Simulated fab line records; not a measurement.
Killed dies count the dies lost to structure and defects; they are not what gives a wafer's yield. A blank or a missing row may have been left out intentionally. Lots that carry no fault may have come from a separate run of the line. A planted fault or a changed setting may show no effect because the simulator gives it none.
Chamber matching ; flow nand harc ; NHARC_P_BONDPAD_CMP_32 on cmp-03 has 4 sister chambers
The step polishes SiCN, target thk 200 nm. 4 wafers are shown with their chamber, then 9 later ones without.

## EACH WAFER AND ITS CHAMBER
wafer;chamber;motor current A (A)
L084.1;1;11.0
L084.3;2;13.2
L085.5;0;13.7
L085.6;3;9.8

## WAFERS WHOSE CHAMBER IS MISSING
wafer;motor current A (A)
L086.2;10.1
L086.5;12.4
L086.6;10.3
L090.1;13.4
L090.2;10.0
L090.4;11.0
L092.1;10.0
L092.3;9.3
L092.6;13.4

## EACH ONE'S CHAMBER
wafer;from the rows above;in truth
L086.2;can't be placed: 3 or 1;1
L086.5;can't be placed: 2 or 0 or 1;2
L086.6;can't be placed: 3 or 1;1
L090.1;can't be placed: 2 or 0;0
L090.2;3;3
L090.4;1;1
L092.1;3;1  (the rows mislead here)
L092.3;3;3
L092.6;can't be placed: 2 or 0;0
3 of 9 placed correctly. Unplaceable from these rows: 5, with the true chamber sitting among the candidates in 5. Placed wrongly: 1.
How it was worked out, from the rows above alone: a wafer's distance from a chamber is the root of the sum, over the readings, of the square of ((its reading less the chamber's mean) divided by the reading's scatter). If the next closest chamber is less than 2 further off than the closest, the wafer can't be placed; otherwise it belongs to the closest. Each chamber's mean is taken over the wafers shown for it. The scatter: root of mean squared gap, hidden wafer to nearest shown wafer, with one shown wafer a chamber.
